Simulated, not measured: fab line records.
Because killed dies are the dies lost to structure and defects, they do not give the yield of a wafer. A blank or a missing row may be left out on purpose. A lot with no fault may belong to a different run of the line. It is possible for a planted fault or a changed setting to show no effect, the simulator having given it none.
Which tool was responsible? / flow nand harc / 7 lots, 21 wafers sampled, at 3 steps of a route of 1159

WHAT EACH GAUGE READ, for each wafer
NHARC_P_BONDPAD_THK_MEAS_33: measures by ellipsometry.
lot=L438; measured=day 6 20:11; on=film metro-01; thk nm (nm)=200.9 201.5 201.7
lot=L439; measured=day 7 01:01; on=film metro-02; thk nm (nm)=198.8 200.1 200.8
lot=L440; measured=day 7 09:03; on=film metro-02; thk nm (nm)=198.7 199.7 202.2
lot=L449; measured=day 9 10:48; on=film metro-02; thk nm (nm)=199.1 198.7 199.1
lot=L447; measured=day 10 00:20; on=film metro-01; thk nm (nm)=197.2 197.4 200.3
lot=L459; measured=day 11 23:40; on=film metro-01; thk nm (nm)=201.8 198.9 198.0
lot=L458; measured=day 12 05:41; on=film metro-02; thk nm (nm)=199.3 200.8 201.0

TOOL THAT RAN EACH LOT (tool first, then ch and the chambers of the sampled wafers, then the start)
lot=L438; NHARC_P_BONDPAD_DEP_00=pecvd-02 ch 0,1,2, day 6 19:59 or earlier; NHARC_P_BONDPAD_CMP_32=cmp-02 ch 0,2,3, day 6 19:59
lot=L439; NHARC_P_BONDPAD_DEP_00=pecvd-01 ch 0,1,2, day 7 00:21; NHARC_P_BONDPAD_CMP_32=cmp-04 ch 0,1,3, day 7 00:47
lot=L440; NHARC_P_BONDPAD_DEP_00=pecvd-03 ch 1,2, day 7 08:47 or earlier; NHARC_P_BONDPAD_CMP_32=cmp-04 ch 0,1,2, day 7 08:47
lot=L449; NHARC_P_BONDPAD_DEP_00=pecvd-01 ch 1,2, day 9 10:34 or earlier; NHARC_P_BONDPAD_CMP_32=cmp-04 ch 0,1,2, day 9 10:34
lot=L447; NHARC_P_BONDPAD_DEP_00=pecvd-03 ch 0,1,2, day 9 23:39; NHARC_P_BONDPAD_CMP_32=cmp-01 ch 0,1,3, day 10 00:05
lot=L459; NHARC_P_BONDPAD_DEP_00=pecvd-01 ch 1,2, day 11 23:25 or earlier; NHARC_P_BONDPAD_CMP_32=cmp-01 ch 0,3, day 11 23:25
lot=L458; NHARC_P_BONDPAD_DEP_00=pecvd-02 ch 0,2, day 12 05:01; NHARC_P_BONDPAD_CMP_32=cmp-02 ch 0,2, day 12 05:27
- NHARC_P_BONDPAD_DEP_00: deposits SiCN, target thk 250 nm.
- NHARC_P_BONDPAD_CMP_32: polishes SiCN, target thk 200 nm.

THE ANSWER, worked out from the rows above alone
Rule: usual is defined by the lots themselves. The widest of any qualifying gaps counts: lots, ordered by their means at a reading, are off when they make up no more than a third of the lots, leave a main group of 4 or more, and stand apart from it by 3 or more times the standard deviation of that group's means. The tables above print the reading to a certain number of digits; a main group whose means all agree to those digits is not used. A lot without any number at a reading at which 4 lots or more have one is off too. The other lots that the step has rows for count as sound.
None of the lots is off at any reading shown; this tells nothing.

WHAT HAD BEEN PUT IN BY THE SIMULATOR
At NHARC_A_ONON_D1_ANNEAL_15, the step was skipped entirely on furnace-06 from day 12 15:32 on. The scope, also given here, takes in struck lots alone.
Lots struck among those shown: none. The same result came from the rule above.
